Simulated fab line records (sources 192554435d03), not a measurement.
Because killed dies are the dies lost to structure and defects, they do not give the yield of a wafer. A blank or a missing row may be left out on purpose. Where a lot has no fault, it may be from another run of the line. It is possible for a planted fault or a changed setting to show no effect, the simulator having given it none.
Split-lot study    flow n5 finfet    route with 1938 steps; 7 lots, 21 wafers read

== ABOUT THE SPLIT ==
At N5_ZERO_LAYER_PECVD_02 (deposits SiO2 from SiH4/N2O, target thk 10 nm, time 6 s), the setting time s was moved away from the recipe's 6 s on 3 of the 21 wafers read, by -3.9% to +13.0%. For the rest of the wafers, this setting stayed at what the recipe calls for.

The split's own step is where the reading is taken.

== THE READING ==
SiO2_of_ZERO_LAYER_PECVD_02.thk nm (the simulator's own value, which no gauge read), in nm, at N5_ZERO_LAYER_PECVD_02 (deposits SiO2 from SiH4/N2O, target thk 10 nm, time 6 s). No usual value for it is given in the file. Across the 18 wafers here that went through the recipe, the average is 10.027 nm and the standard deviation 0.17 nm.

wafer   tool, chamber at the split  time s as run, s  against the recipe  SiO2_of_ZERO_LAYER_PECVD_02.thk nm, nm  against lot-mates on the recipe
L083.2  pecvd-04, 1                 6                 recipe              9.914                                   -
L083.5  pecvd-04, 0                 6                 recipe              9.996                                   -
L083.6  pecvd-04, 2                 6                 recipe              10.45                                   -
L084.2  pecvd-01, 2                 6                 recipe              10.07                                   -
L084.4  pecvd-01, 2                 6                 recipe              10.13                                   -
L084.5  pecvd-01, 0                 6                 recipe              10.11                                   -
L086.1  pecvd-01, 1                 6                 recipe              9.733                                   -
L086.4  pecvd-01, 1                 6                 recipe              9.977                                   -
L086.6  pecvd-01, 2                 6                 recipe              9.899                                   -
L089.1  pecvd-01, 0                 6                 recipe              9.926                                   -
L089.4  pecvd-01, 0                 6                 recipe              10.19                                   -
L089.5  pecvd-01, 2                 6.779             +13.0%              11.56                                   +1.502
L091.1  pecvd-01, 1                 6                 recipe              10.05                                   -
L091.2  pecvd-01, 2                 5.766             -3.9%               9.516                                   -0.569
L091.3  pecvd-01, 0                 6                 recipe              10.12                                   -
L093.1  pecvd-01, 0                 6                 recipe              9.765                                   -
L093.4  pecvd-01, 0                 6                 recipe              9.9                                     -
L093.6  pecvd-01, 2                 6                 recipe              10.28                                   -
L096.4  pecvd-03, 1                 6                 recipe              10.1                                    -
L096.5  pecvd-03, 0                 6.258             +4.3%               10.62                                   +0.629
L096.6  pecvd-03, 2                 6                 recipe              9.882                                   -

FIT RESULTS
A straight line over all 21 wafers: SiO2_of_ZERO_LAYER_PECVD_02.thk nm changes by +0.121 nm for each +1% of time s; r = +0.92; the points scatter about the line by 0.17 nm.
The same after taking each lot's own level away (the mean of its wafers on the recipe; 21 wafers): +0.121 nm for each +1%; r = +0.93; scatter 0.15 nm.
On that fit, the largest move of time s shifts the reading by 1.6 nm.
Across the lots, their own levels run from 9.8697 to 10.1200 nm, a range of 1.4 times the standard deviation given above.
Hence the lot-to-lot level has little effect on the slope; both slopes agree.
Check: for one of the wafers moved furthest among these (+13.0%), held out of the fit, the line's prediction against its lot-mates is +1.9 nm. Against them it came out at +1.5 nm.

== FILE'S OWN FIT ==
SiO2_of_ZERO_LAYER_PECVD_02.thk nm changes by +0.12 nm for each +1% of time s, r = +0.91.
